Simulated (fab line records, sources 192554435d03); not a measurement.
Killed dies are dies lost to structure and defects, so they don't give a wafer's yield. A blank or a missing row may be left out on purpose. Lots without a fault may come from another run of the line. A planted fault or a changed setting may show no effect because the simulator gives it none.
Which tool did it? | flow n5_finfet | 9 lots, 27 wafers sampled, at 8 steps of a route of 1938

WHAT THE GAUGES READ, wafer by wafer
N5_BEOL_M4_RS_MEAS_58: measures by four-point-probe.
lot  | measured     | on            | M4_RS (ohm/sq)
L487 | day 8 04:18  | film_metro-02 | 0.65 0.68 0.64
L488 | day 8 14:09  | film_metro-02 | 0.70 0.63 0.65
L489 | day 8 20:40  | film_metro-02 | 0.59 0.62 0.61
L490 | day 9 02:58  | film_metro-02 | 0.63 0.67 0.59
L494 | day 10 15:25 | film_metro-02 | 0.72 0.67 0.68
L500 | day 11 17:10 | film_metro-01 | 0.65 0.62 0.62
L501 | day 11 19:49 | film_metro-01 | 0.68 0.69 0.65
L502 | day 12 02:31 | film_metro-02 | 0.69 0.68 0.68
L508 | day 13 20:36 | film_metro-02 | 0.66 0.62 0.63

N5_BEOL_M4_INSPECT_59: inspects for defects (darkfield).
lot  | measured     | on                | raw_defect_count
L487 | day 8 04:20  | defect_inspect-02 | 101 70 100
L488 | day 8 14:10  | defect_inspect-02 | 59 63 77
L489 | day 8 20:41  | defect_inspect-01 | 95 71 99
L490 | day 9 02:59  | defect_inspect-02 | 88 67 46
L494 | day 10 15:26 | defect_inspect-02 | 99 72 98
L500 | day 11 17:11 | defect_inspect-01 | 78 104 87
L501 | day 11 19:50 | defect_inspect-02 | 368 55 50
L502 | day 12 02:32 | defect_inspect-02 | 27 418 51
L508 | day 13 20:37 | defect_inspect-01 | 78 93 79

N5_BEOL_M4_RC_MEAS_101.
lot  | measured     | on        | DIBL_N (mV/V)  | DIBL_P (mV/V)  | IOFF_N (nA/um) | IOFF_P (nA/um) | ION_N (uA/um) | ION_P (uA/um) | SS_N (mV/dec)  | SS_P (mV/dec)  | VT_N (mV)   | VT_P (mV)
L487 | day 8 04:22  | prober-02 | 35.3 34.0 35.9 | 37.7 35.3 37.8 | 0.15 0.13 0.16 | 0.21 0.18 0.22 | 681 657 688   | 472 456 467   | 70.8 70.9 70.8 | 73.5 73.1 73.5 | 250 253 251 | -250 -252 -249
L488 | day 8 14:21  | prober-02 | 36.6 33.5 35.1 | 35.9 32.5 35.4 | 0.17 0.11 0.15 | 0.19 0.15 0.18 | 673 657 676   | 449 450 457   | 71.5 70.8 71.1 | 73.4 71.8 72.0 | 250 252 250 | -251 -254 -251
L489 | day 8 21:01  | prober-02 | 32.6 29.3 34.5 | 34.6 29.7 34.9 | 0.12 0.08 0.14 | 0.18 0.12 0.18 | 668 652 655   | 462 450 451   | 70.5 70.0 71.0 | 72.7 71.0 71.9 | 254 260 252 | -248 -254 -251
L490 | day 9 03:10  | prober-01 | 36.8 36.2 34.8 | 36.1 35.4 34.8 | 0.18 0.15 0.15 | 0.25 0.24 0.23 | 681 673 678   | 471 474 472   | 72.3 71.4 71.2 | 73.8 74.1 73.0 | 249 250 249 | -244 -245 -247
L494 | day 10 15:37 | prober-01 | 34.9 35.7 34.9 | 37.0 37.8 37.7 | 0.15 0.17 0.15 | 0.21 0.23 0.23 | 687 681 675   | 466 467 468   | 71.2 72.0 71.4 | 73.0 73.2 73.7 | 249 251 249 | -249 -249 -249
L500 | day 11 17:22 | prober-01 | 37.3 35.6 34.1 | 37.5 35.1 34.6 | 0.20 0.16 0.15 | 0.28 0.22 0.23 | 706 682 679   | 476 470 469   | 71.2 70.9 70.5 | 74.2 73.6 73.6 | 243 246 250 | -247 -251 -245
L501 | day 11 20:20 | prober-01 | 35.2 34.8 35.6 | 35.3 35.6 35.4 | 0.14 0.13 0.14 | 0.17 0.16 0.17 | 675 676 678   | 460 458 455   | 70.3 71.0 71.6 | 72.5 72.3 72.6 | 250 254 252 | -253 -256 -256
L502 | day 12 02:34 | prober-01 | 37.0 35.4 36.2 | 35.9 35.0 35.4 | 0.19 0.14 0.16 | 0.23 0.20 0.21 | 682 678 671   | 465 468 462   | 72.1 72.1 72.0 | 72.8 72.6 73.4 | 244 251 250 | -248 -251 -251
L508 | day 13 20:48 | prober-02 | 35.1 37.9 37.0 | 35.2 37.1 36.8 | 0.14 0.18 0.16 | 0.21 0.24 0.24 | 684 691 678   | 470 473 470   | 71.1 71.3 71.6 | 72.6 74.2 73.5 | 247 248 248 | -248 -248 -248

N5_BEOL_M5_INSPECT_13: inspects for defects (brightfield).
lot  | measured     | on                | raw_defect_count
L487 | day 8 08:30  | defect_inspect-02 | 380 424 355
L488 | day 8 17:43  | defect_inspect-01 | 400 370 321
L489 | day 8 23:23  | defect_inspect-02 | 405 387 386
L490 | day 9 07:41  | defect_inspect-02 | 420 474 342
L494 | day 10 18:47 | defect_inspect-01 | 418 307 428
L500 | day 11 19:45 | defect_inspect-02 | 470 498 522
L501 | day 11 23:13 | defect_inspect-02 | 646 352 364
L502 | day 12 06:10 | defect_inspect-02 | 394 768 497
L508 | day 13 22:54 | defect_inspect-01 | 375 292 306

N5_BEOL_M5_INSPECT_30: inspects for defects (brightfield).
lot  | measured     | on                | raw_defect_count
L487 | day 8 09:28  | defect_inspect-02 | 358 430 338
L488 | day 8 18:43  | defect_inspect-01 | 377 395 322
L489 | day 9 02:59  | defect_inspect-01 | 393 335 355
L490 | day 9 08:44  | defect_inspect-01 | 402 433 311
L494 | day 10 19:46 | defect_inspect-02 | 463 353 474
L500 | day 11 22:00 | defect_inspect-01 | 431 447 445
L501 | day 12 01:29 | defect_inspect-01 | 638 345 368
L502 | day 12 09:23 | defect_inspect-01 | 373 756 475
L508 | day 14 00:58 | defect_inspect-02 | 382 303 334

WHICH TOOL RAN EACH LOT (tool, then ch and the chambers of the sampled wafers, then the start)
lot  | N5_BEOL_M4_SPUTTER_86        | N5_BEOL_M4_SPUTTER_94        | N5_BEOL_M4_CO_CAP_55
L487 | pvd_sputter-03, day 8 02:10  | pvd_sputter-03, day 8 03:02  | cvd_co-01 ch 0,1,2, day 8 04:07
L488 | pvd_sputter-02, day 8 10:37  | pvd_sputter-02, day 8 11:30  | cvd_co-01 ch 1,2, day 8 13:58
L489 | pvd_sputter-03, day 8 18:24  | pvd_sputter-03, day 8 19:17  | cvd_co-02 ch 0,1, day 8 20:28
L490 | pvd_sputter-02, day 8 23:37  | pvd_sputter-02, day 9 00:30  | cvd_co-01 ch 0,2, day 9 02:47
L494 | pvd_sputter-01, day 10 10:31 | pvd_sputter-01, day 10 11:23 | cvd_co-01 ch 1,2, day 10 15:14
L500 | pvd_sputter-01, day 11 15:01 | pvd_sputter-01, day 11 15:53 | cvd_co-02 ch 0,1,2, day 11 16:58
L501 | pvd_sputter-01, day 11 16:57 | pvd_sputter-01, day 11 17:50 | cvd_co-01 ch 0,1,2, day 11 19:40
L502 | pvd_sputter-03, day 12 00:20 | pvd_sputter-03, day 12 01:13 | cvd_co-01 ch 0,1,2, day 12 02:19
L508 | pvd_sputter-02, day 13 18:11 | pvd_sputter-02, day 13 19:04 | cvd_co-02 ch 0,1, day 13 20:25
- N5_BEOL_M4_SPUTTER_86: material Cu, target thk 4.5 nm, time 8.29 s.
- N5_BEOL_M4_SPUTTER_94: material Cu, target thk 4.5 nm, time 8.29 s.
- N5_BEOL_M4_CO_CAP_55: material Co, precursor CCTBA/H2, target thk 2 nm, time 102.1 s.

WHAT THE TOOLS THEMSELVES READ (means of the sampled wafers that have a number; where no wafer has one, the mark that the record gives instead)
N5_BEOL_M4_SPUTTER_86.
lot  | tool           | throttle_valve_pct (%)
L487 | pvd_sputter-03 | 29.2
L488 | pvd_sputter-02 | 29.7
L489 | pvd_sputter-03 | 30.2
L490 | pvd_sputter-02 | 30.3
L494 | pvd_sputter-01 | 30.8
L500 | pvd_sputter-01 | 30.0
L501 | pvd_sputter-01 | 29.9
L502 | pvd_sputter-03 | 30.8
L508 | pvd_sputter-02 | 30.3

N5_BEOL_M4_SPUTTER_94.
lot  | tool           | throttle_valve_pct (%)
L487 | pvd_sputter-03 | 29.4
L488 | pvd_sputter-02 | 29.7
L489 | pvd_sputter-03 | 30.4
L490 | pvd_sputter-02 | 30.2
L494 | pvd_sputter-01 | 30.6
L500 | pvd_sputter-01 | 30.1
L501 | pvd_sputter-01 | 29.8
L502 | pvd_sputter-03 | 30.9
L508 | pvd_sputter-02 | 30.2

N5_BEOL_M4_CO_CAP_55.
lot  | tool      | heater_power_w (W)
L487 | cvd_co-01 | 232
L488 | cvd_co-01 | 228
L489 | cvd_co-02 | 219
L490 | cvd_co-01 | 221
L494 | cvd_co-01 | 229
L500 | cvd_co-02 | 222
L501 | cvd_co-01 | 233
L502 | cvd_co-01 | 232
L508 | cvd_co-02 | 218

THE ANSWER, worked out from the rows above alone
Rule: what is usual is taken from the lots themselves. Put in order of their means at a reading, lots are off if they are a third of the lots or fewer, leave a main group of 4 or more, and stand apart from it by a gap of 3 or more times the standard deviation of the main group's means; of several such gaps the widest counts. A main group whose means are all the same, to the digits that the tables above print for the reading, isn't used. A lot without any number at a reading at which 4 lots or more have one is off too. The other lots that the step has rows for count as sound. The gauges are gone through in route order, then the tools' own readings, and for those a lot's mean is taken as printed above. The first step at which some lot is off is used, and at that step the reading that is off furthest; a lot without a number counts as furthest.
Off: L501, L502, at N5_BEOL_M4_INSPECT_59 (raw_defect_count). The main group: mean 82, standard deviation 10.
A tool fits if, at a process step before that reading, it ran every lot that is off, and no sound lot after the first of them. The gauges at N5_BEOL_M4_INSPECT_59 are tried like those tools. Can't be told from this: 2 tools fit, cvd_co-01 at N5_BEOL_M4_CO_CAP_55, defect_inspect-02 at N5_BEOL_M4_INSPECT_59.

WHAT THE SIMULATOR HAD PUT IN
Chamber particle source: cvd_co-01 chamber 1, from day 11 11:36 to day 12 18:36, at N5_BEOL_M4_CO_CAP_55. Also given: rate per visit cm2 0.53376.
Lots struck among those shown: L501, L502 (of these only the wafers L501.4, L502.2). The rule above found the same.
